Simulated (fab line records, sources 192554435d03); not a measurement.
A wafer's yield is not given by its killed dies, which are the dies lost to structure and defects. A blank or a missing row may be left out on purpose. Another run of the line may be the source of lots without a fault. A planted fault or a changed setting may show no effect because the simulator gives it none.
Split-lot experiment + flow n5-finfet + on a route of 1938 steps: 7 lots, 39 wafers read

ABOUT THE SPLIT
At N5_HKMG_FIN_ETCH_54 (etches SiARC in CF4, target depth 45.5 nm, time 75.8 s), the setting source-w was moved away from the recipe's 545 W on 12 of the 39 wafers read, by -15.5% to +17.5%. This setting was run at the recipe's value on the other wafers.

The reading comes from the split's own step.

THE READING
rf-vpp-V, in V, at N5_HKMG_FIN_ETCH_54 (etches SiARC in CF4, target depth 45.5 nm, time 75.8 s). Typical for fault-free wafers on this fab line: 184.5 V, with standard deviation 1.1 V.

| wafer  | tool, chamber at the split | source-w as run, W | against the recipe | rf-vpp-V, V | against lot-mates on the recipe |
|--------|----------------------------|--------------------|--------------------|-------------|---------------------------------|
| L074.1 | rie-diel-05, 1             | 640.3              | +17.5%             | 174.3       | -10.0                           |
| L074.2 | rie-diel-05, 3             | 640.3              | +17.5%             | 174.6       | -9.7                            |
| L074.3 | rie-diel-05, 2             | 545                | recipe             | 184.0       | -                               |
| L074.4 | rie-diel-05, 0             | 545                | recipe             | 183.3       | -                               |
| L074.5 | rie-diel-05, 3             | 640.3              | +17.5%             | 174.6       | -9.7                            |
| L074.6 | rie-diel-05, 2             | 545                | recipe             | 185.5       | -                               |
| L078.2 | rie-diel-02, 1             | 545                | recipe             | 184.8       | -                               |
| L078.3 | rie-diel-02, 2             | 545                | recipe             | 185.2       | -                               |
| L078.6 | rie-diel-02, 1             | 545                | recipe             | 186.9       | -                               |
| L080.1 | rie-diel-01, 0             | 545                | recipe             | 183.2       | -                               |
| L080.2 | rie-diel-01, 2             | 545                | recipe             | 184.8       | -                               |
| L080.3 | rie-diel-01, 3             | 629.6              | +15.5%             | 175.2       | -9.6                            |
| L080.4 | rie-diel-01, 0             | 629.6              | +15.5%             | 175.5       | -9.3                            |
| L080.5 | rie-diel-01, 3             | 629.6              | +15.5%             | 176.3       | -8.5                            |
| L080.6 | rie-diel-01, 2             | 545                | recipe             | 186.5       | -                               |
| L084.1 | rie-diel-05, 3             | 545                | recipe             | 185.3       | -                               |
| L084.2 | rie-diel-05, 2             | 545                | recipe             | 184.3       | -                               |
| L084.3 | rie-diel-05, 1             | 545                | recipe             | 186.5       | -                               |
| L084.4 | rie-diel-05, 0             | 545                | recipe             | 183.4       | -                               |
| L084.5 | rie-diel-05, 3             | 545                | recipe             | 185.0       | -                               |
| L084.6 | rie-diel-05, 2             | 545                | recipe             | 184.7       | -                               |
| L090.1 | rie-diel-05, 0             | 545                | recipe             | 182.5       | -                               |
| L090.2 | rie-diel-05, 1             | 545                | recipe             | 184.9       | -                               |
| L090.3 | rie-diel-05, 3             | 504.5              | -7.4%              | 189.0       | +5.4                            |
| L090.4 | rie-diel-05, 2             | 504.5              | -7.4%              | 189.0       | +5.4                            |
| L090.5 | rie-diel-05, 2             | 504.5              | -7.4%              | 190.3       | +6.7                            |
| L090.6 | rie-diel-05, 3             | 545                | recipe             | 183.5       | -                               |
| L092.1 | rie-diel-01, 3             | 545                | recipe             | 183.7       | -                               |
| L092.2 | rie-diel-01, 1             | 545                | recipe             | 185.8       | -                               |
| L092.3 | rie-diel-01, 0             | 545                | recipe             | 182.0       | -                               |
| L092.4 | rie-diel-01, 2             | 545                | recipe             | 183.9       | -                               |
| L092.5 | rie-diel-01, 1             | 545                | recipe             | 186.3       | -                               |
| L092.6 | rie-diel-01, 0             | 545                | recipe             | 182.0       | -                               |
| L093.1 | rie-diel-02, 3             | 545                | recipe             | 182.8       | -                               |
| L093.2 | rie-diel-02, 1             | 460.4              | -15.5%             | 195.1       | +10.8                           |
| L093.3 | rie-diel-02, 0             | 460.4              | -15.5%             | 194.3       | +10.0                           |
| L093.4 | rie-diel-02, 2             | 545                | recipe             | 185.0       | -                               |
| L093.5 | rie-diel-02, 2             | 460.4              | -15.5%             | 196.1       | +11.8                           |
| L093.6 | rie-diel-02, 3             | 545                | recipe             | 185.2       | -                               |

THE FIT
A straight line over all 39 wafers: rf-vpp-V changes by -0.613 V for each +1% of source-w; r = -0.97; the points scatter about the line by 1.2 V.
The same after taking each lot's own level away (the mean of its wafers on the recipe; 39 wafers): -0.626 V for each +1%; r = -0.97; scatter 1.2 V.
On that fit, the largest move of source-w shifts the reading by 11 V.
From 183.63 to 185.63 V: that is the span of the lots' own levels, equal to 1.8 times the standard deviation above.
The two slopes agree, so the slope changes little with the lot-to-lot level.
Check: with one of the wafers moved furthest among these (+17.5%) left out of the fit, the line predicts -10.7 V for it against its lot-mates. It came out at -9.97 V against them.
Tool readings at the split's step, against how far the setting was moved: etch-rf-on-time-s r = -0.88; rf-vpp-V r = -0.97.

OTHER SPLITS APPLIED TO THESE WAFERS
Other splits were also applied to these wafers ahead of the reading. Each is held against what the fit with the lots' levels taken away leaves over:
| other split on the same wafers    | wafers away from the commonest value | r with rf-vpp-V (lot level and that fit taken away) |
|-----------------------------------|--------------------------------------|-----------------------------------------------------|
| N5_WELL_APT_IMPLANT_14 energy-kev | 9                                    | +0.16                                               |
| N5_DUMMY_GATE_ETCH_32 time-s      | 12                                   | +0.28                                               |

THE WHOLE CHAIN: every reading that the file lists as answering this split, in the file's order
| step                | what it does                                           | reading           | change (the file's fit)              | r (the file's) |
|---------------------|--------------------------------------------------------|-------------------|--------------------------------------|----------------|
| N5_HKMG_FIN_ETCH_54 | etches SiARC in CF4, target depth 45.5 nm, time 75.8 s | etch-rf-on-time-s | withheld for each +1% of the setting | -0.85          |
| N5_HKMG_FIN_ETCH_54 | etches SiARC in CF4, target depth 45.5 nm, time 75.8 s | rf-vpp-V          | -0.621 V for each +1% of the setting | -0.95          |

FILE'S OWN FIT
rf-vpp-V changes by -0.621 V for each +1% of source-w, r = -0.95.
